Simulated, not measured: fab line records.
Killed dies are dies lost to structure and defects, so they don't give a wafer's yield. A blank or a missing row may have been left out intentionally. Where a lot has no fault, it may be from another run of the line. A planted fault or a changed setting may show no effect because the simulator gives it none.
fab line records    flow nand-harc    part 2 of 2: steps 5 to 6 of 6
[record] lots = 24  wafers = 72  last-day = 33
route steps=1302 shown A_CHANNEL_FILL_D2@616 A_STAIRCASE@667
lots that met no fault: taken from a fault-free run of the same line
start-h: start of the lot's first displayed wafer, in hours after the record's first day    wait-h: hours since the lot's step before    " repeats the value in the row above    L1.1+2: several wafers, shown together as one row    - value missing, or start not given    * or withheld: withheld    < > ~ a bound
route shown NAME@n: names a module that has steps shown in the file, with the first one's number in the route    usual: mean and standard deviation over wafers with no fault    same: alike in all rows    chamber/n: place in a boat    sites: per-site readings    _std_site: how widely they spread, as a standard deviation    _edge_site: inner sites' mean taken away from outer sites' mean    radius-mm: how far each site lies from the wafer's centre    mask NAME#n: copy n    behind: tool/chamber where the wafer was last shaped    hold: the reason the lot was held/the length of the hold in hours/how it ended    device: names the non-switching transistor (n, p or np)    end of line: tests run on the same wafers once the route is complete    a step with no rows: only its recipe    killed: not the wafer's yield, but the dies lost to structure and defects at the first sort    map: a wafer's dies, marking killed ones x, the rest . and places with no die _
set.NAME: the setting that was run; set.NAME@STEP: the one run at that earlier step    model.NAME: the simulator's own value behind a step, which no gauge read
a sample of lots followed through the steps of the route, with each step as a table and each wafer as a row
services: a tool's chamber out of use, with start hour (start-h, from the record's first day; less than 0 if before it), hours out, and reason
[[steps]]
[step NHARC_A_STAIRCASE_TRIM_16]
[recipe] time-s = 211.2  o2-flow-sccm = 500  ar-flow-sccm = 0  bias-w = 0  chemistry = O2
[usual] drypump-motor-current-A = 5.7/0.42  oes-product-au = 0.996/0.01  rf-vpp-V = 57.8/0.84  showerhead-plenum-p-Torr = 3.48/0.074  throttle-valve-pct = 17.036/0.0087
lot.wafer  tool         chamber  start-h  wait-h  drypump-motor-current-A  oes-product-au  rf-hours-counter-h  rf-vpp-V  showerhead-plenum-p-Torr  throttle-valve-pct
L074.3     rie-diel-11  2        -        -       5.4                      1.001           33                  58.0      3.46                      17.043
L074.4     "            3        "        "       5.1                      1.009           34                  57.1      3.53                      17.032
L074.5     "            2        "        "       5.4                      1.000           -                   57.8      3.46                      17.035
L075.3     rie-diel-08  1        -        -       5.7                      0.995           47                  57.3      3.52                      17.049
L075.1     "            2        "        "       6.2                      0.996           40                  56.7      3.47                      17.014
L075.5     "            0        "        "       5.5                      0.989           -                   57.3      3.51                      17.045
L076.1     rie-diel-08  1        -        -       5.7                      0.981           49                  58.7      3.51                      17.042
L076.4     "            3        "        "       5.9                      0.988           55                  58.7      3.44                      17.049
L076.5     "            2        "        "       6.2                      0.989           -                   58.3      3.46                      17.023
L078.1     rie-diel-07  0        -        -       6.3                      0.990           30                  57.9      3.44                      17.023
L078.2     "            1        "        "       6.1                      0.986           29                  56.3      3.47                      17.031
L078.5     "            1        "        "       6.1                      0.983           -                   57.1      3.47                      17.052
L077.1     rie-diel-11  3        -        -       5.1                      0.999           47                  57.5      3.53                      17.050
L077.2     "            0        "        "       5.8                      0.979           39                  57.9      3.52                      17.036
L077.5     "            2        "        "       5.4                      1.016           -                   58.5      3.45                      17.045
L079.1     rie-diel-07  0        -        -       6.3                      0.999           36                  57.9      3.43                      17.050
L079.3     "            1        "        "       6.1                      1.004           35                  57.6      3.46                      17.057
L079.5     "            1        "        "       6.1                      0.998           -                   59.7      3.46                      17.035
L080.4     rie-diel-07  0        -        -       6.3                      1.005           -                   57.6      3.43                      17.037
L080.5     "            1        "        "       6.1                      0.984           -                   57.6      3.46                      17.039
L080.6     "            3        "        "       5.0                      1.004           -                   56.5      3.49                      17.047
L083.3     rie-diel-08  3        -        -       5.9                      0.992           22                  57.2      3.43                      17.031
L083.1     "            1        "        "       5.7                      0.983           20                  57.2      3.50                      17.046
L083.6     "            0        "        "       5.5                      0.984           -                   56.9      3.49                      17.040
L082.1     rie-diel-08  2        -        -       6.2                      0.988           17                  57.3      3.45                      17.055
L082.4     "            3        "        "       5.9                      0.995           22                  58.5      3.43                      17.033
L082.2     "            0        "        "       5.5                      0.984           23                  56.7      3.49                      17.033
L081.2     rie-diel-11  0        -        -       5.8                      0.990           3                   57.0      3.51                      17.038
L081.4     "            2        "        "       5.3                      0.998           2                   57.7      3.44                      17.033
L081.5     "            0        "        "       5.7                      1.001           -                   59.7      3.51                      17.023
L085.4     rie-diel-11  3        -        -       5.1                      1.008           8                   56.6      3.51                      17.038
L085.6     "            0        "        "       5.8                      0.987           -                   57.4      3.51                      17.045
L085.5     "            1        "        "       5.8                      1.006           -                   57.4      3.46                      17.037
L084.2     rie-diel-08  3        -        -       5.9                      0.991           29                  57.5      3.43                      17.041
L084.5     "            0        "        "       5.5                      0.985           -                   56.9      3.49                      17.051
L084.6     "            1        "        "       5.7                      0.984           -                   59.6      3.50                      17.035
L086.2     rie-diel-08  1        -        -       5.6                      0.992           30                  58.5      3.50                      17.043
L086.1     "            2        "        "       6.2                      0.991           26                  58.4      3.45                      17.034
L086.5     "            0        "        "       5.4                      0.996           -                   56.3      3.49                      17.030
L087.2     rie-diel-11  3        -        -       5.1                      0.998           17                  57.7      3.51                      17.034
L087.1     "            0        "        "       5.7                      0.989           16                  58.0      3.50                      17.021
L087.6     "            3        "        "       5.1                      1.003           -                   57.9      3.51                      17.040
L090.3     rie-diel-07  1        -        -       6.1                      1.007           5                   57.9      3.45                      17.017
L090.2     "            3        "        "       5.0                      1.000           7                   57.5      3.47                      17.042
L090.1     "            0        "        "       6.3                      0.981           7                   56.4      3.42                      17.035
L089.4     rie-diel-07  2        -        -       5.5                      1.004           6                   58.4      3.71                      17.053
L089.2     "            3        "        "       5.0                      1.001           8                   55.6      3.47                      17.041
L089.6     "            3        "        "       5.0                      1.002           -                   58.5      3.47                      17.042
L088.3     rie-diel-07  2        -        -       5.4                      1.008           7                   59.9      3.71                      17.031
L088.2     "            3        "        "       5.0                      1.004           8                   57.9      3.47                      17.018
L088.6     "            3        "        "       5.0                      1.002           -                   59.2      3.47                      17.023
L092.1     rie-diel-07  2        -        -       5.4                      1.019           12                  58.4      3.71                      17.039
L092.4     "            3        "        "       5.0                      1.009           14                  58.5      3.47                      17.030
L092.2     "            0        "        "       6.3                      0.984           13                  59.0      3.42                      17.031
L091.3     rie-diel-07  0        -        -       6.3                      0.979           13                  56.8      3.42                      17.029
L091.5     "            0        "        "       6.3                      0.984           -                   57.7      3.42                      17.045
L091.6     "            1        "        "       6.1                      1.005           -                   57.7      3.45                      17.049
L093.4     rie-diel-11  0        -        -       5.8                      0.983           43                  57.3      3.49                      17.031
L093.6     "            2        "        "       5.4                      0.992           -                   57.9      3.42                      17.027
L093.5     "            3        "        "       5.1                      0.999           -                   57.6      3.49                      17.038
L094.2     rie-diel-08  1        -        -       5.6                      0.996           1                   58.6      3.49                      17.032
L094.5     "            2        "        "       6.2                      0.983           -                   56.6      3.44                      17.036
L094.6     "            3        "        "       5.9                      0.990           -                   58.2      3.42                      17.029
L095.2     rie-diel-07  0        -        -       6.3                      0.990           33                  57.2      3.40                      17.046
L095.1     "            1        "        "       6.1                      0.997           29                  57.4      3.44                      17.028
L095.6     "            3        "        "       5.0                      1.016           -                   58.6      3.46                      17.022
L096.1     rie-diel-07  0        -        -       6.3                      0.985           34                  56.5      3.40                      17.039
L096.2     "            2        "        "       5.4                      1.006           31                  57.7      3.70                      17.022
L096.5     "            0        "        "       6.2                      0.984           -                   56.7      3.40                      17.050
L097.3     rie-diel-11  2        -        -       5.4                      0.993           54                  56.1      3.42                      17.028
L097.1     "            3        "        "       5.1                      1.011           57                  58.6      3.49                      17.039
L097.4     "            1        "        "       5.8                      0.997           47                  56.7      3.43                      17.042
[step NHARC_A_STAIRCASE_STRIP_175]
[recipe] power-w = 1500  temp-c = 250  chemistry = O2
[usual] drypump-motor-current-A = 5.6/0.45  heater-power-w = 325/22
lot.wafer  tool             chamber  start-h  wait-h  drypump-motor-current-A  heater-power-w  rf-hours-counter-h
L074.3     plasma-asher-01  0        360.11   0.2     5.1                      301             -
L074.4     "                1        "        "       5.3                      371             -
L074.5     "                0        "        "       5.1                      291             -
L075.1     plasma-asher-01  0        363.59   0.1     5.1                      287             37
L075.3     "                1        "        "       5.3                      366             -
L075.5     "                1        "        "       5.3                      363             -
L076.1     plasma-asher-01  1        370.39   0.1     5.3                      359             38
L076.4     "                0        "        "       5.1                      295             -
L076.5     "                1        "        "       5.4                      362             -
L078.1     plasma-asher-01  0        393.05   0.1     5.1                      296             41
L078.2     "                1        "        "       5.3                      370             41
L078.5     "                1        "        "       5.3                      361             -
L077.1     plasma-asher-02  1        393.41   0.1     6.0                      326             17
L077.2     "                0        "        "       6.1                      330             17
L077.5     "                0        "        "       6.1                      323             -
L079.1     plasma-asher-01  0        412.96   0.1     5.1                      305             1
L079.3     "                1        "        "       5.3                      337             -
L079.5     "                1        "        "       5.3                      345             -
L080.4     plasma-asher-01  0        413.60   0.2     5.0                      300             -
L080.5     "                1        "        "       5.3                      341             -
L080.6     "                0        "        "       5.1                      311             -
L083.1     plasma-asher-02  1        451.85   0.1     6.0                      308             2
L083.3     "                1        "        "       6.0                      310             -
L083.6     "                1        "        "       6.0                      303             -
L082.2     plasma-asher-02  0        456.02   0.1     6.2                      340             3
L082.1     "                1        "        "       6.0                      309             3
L082.4     "                1        "        "       6.0                      312             -
L081.2     plasma-asher-01  0        456.21   0.1     5.1                      304             10
L081.4     "                1        "        "       5.4                      349             -
L081.5     "                1        "        "       5.3                      335             -
L085.4     plasma-asher-02  1        465.64   0.2     6.0                      302             -
L085.5     "                0        "        "       6.2                      336             -
L085.6     "                1        "        "       6.0                      303             -
L084.2     plasma-asher-02  1        473.82   0.1     6.0                      299             7
L084.5     "                1        "        "       6.0                      315             -
L084.6     "                0        "        "       6.2                      336             -
L086.2     plasma-asher-01  0        479.75   0.1     5.1                      308             14
L086.1     "                1        "        "       5.3                      342             14
L086.5     "                0        "        "       5.0                      305             -
L087.1     plasma-asher-01  0        485.49   0.1     5.0                      303             16
L087.2     "                1        "        "       5.4                      344             16
L087.6     "                0        "        "       5.0                      310             -
L090.1     plasma-asher-01  0        511.51   0.1     5.1                      310             21
L090.2     "                1        "        "       5.3                      344             21
L090.3     "                0        "        "       5.1                      303             -
L088.2     plasma-asher-01  0        512.32   0.1     5.1                      310             21
L088.3     "                1        "        "       5.3                      345             -
L088.6     "                0        "        "       5.0                      306             -
L089.2     plasma-asher-02  0        512.43   0.1     6.2                      341             17
L089.4     "                0        "        "       6.2                      335             -
L089.6     "                0        "        "       6.2                      346             -
L092.2     plasma-asher-02  0        525.44   0.1     6.2                      332             19
L092.1     "                1        "        "       6.0                      303             19
L092.4     "                0        "        "       6.2                      344             -
L091.3     plasma-asher-01  0        525.84   0.2     5.0                      311             -
L091.5     "                0        "        "       5.1                      304             -
L091.6     "                1        "        "       5.3                      342             -
L093.4     plasma-asher-02  1        551.04   0.2     6.0                      310             -
L093.6     "                1        "        "       6.0                      311             -
L093.5     "                0        "        "       6.2                      341             -
L094.2     plasma-asher-01  0        570.22   0.1     5.1                      303             34
L094.5     "                0        "        "       5.1                      313             -
L094.6     "                1        "        "       5.3                      340             -
L095.2     plasma-asher-02  0        574.74   0.1     6.2                      334             27
L095.1     "                1        "        "       6.0                      301             27
L095.6     "                0        "        "       6.2                      340             -
L096.1     plasma-asher-02  1        579.85   0.4     6.0                      318             29
L096.2     "                0        "        "       6.1                      337             29
L096.5     "                0        "        "       6.2                      343             -
L097.1     plasma-asher-02  1        580.13   0.5     6.0                      309             29
L097.4     "                1        "        "       6.0                      304             -
L097.3     "                0        "        "       6.2                      343             -
[[services]]
tool             chamber  start-h  hours  kind
rie-diel-07      -        297.08   9.0    pm
rie-diel-07      3        308.00   21.3   repair
plasma-asher-02  -        313.87   46.1   repair
rie-diel-11      0        334.16   9.1    repair
rie-diel-04      -        355.00   9.0    pm
plasma-asher-01  -        355.09   1.2    repair
rie-diel-11      -        369.59   0.5    repair
rtp-anneal-01    -        372.00   12.0   pm
rie-diel-08      -        376.42   9.0    pm
plasma-asher-01  -        401.73   9.0    pm
rie-diel-04      2        403.56   10.4   repair
rie-diel-07      2        409.37   8.9    repair
plasma-asher-02  -        426.19   9.0    pm
rie-diel-11      -        432.55   9.0    pm
plasma-asher-02  -        436.88   1.0    repair
rie-diel-08      0        456.02   8.7    repair
rie-diel-04      3        463.40   8.2    repair
rie-diel-07      -        474.08   9.0    pm
rie-diel-08      3        508.36   2.5    repair
rie-diel-08      2        527.73   2.6    repair
rie-diel-07      3        537.09   21.7   repair
rie-diel-08      -        553.42   9.0    pm
plasma-asher-02  -        558.44   8.9    repair
plasma-asher-01  -        578.73   9.0    pm
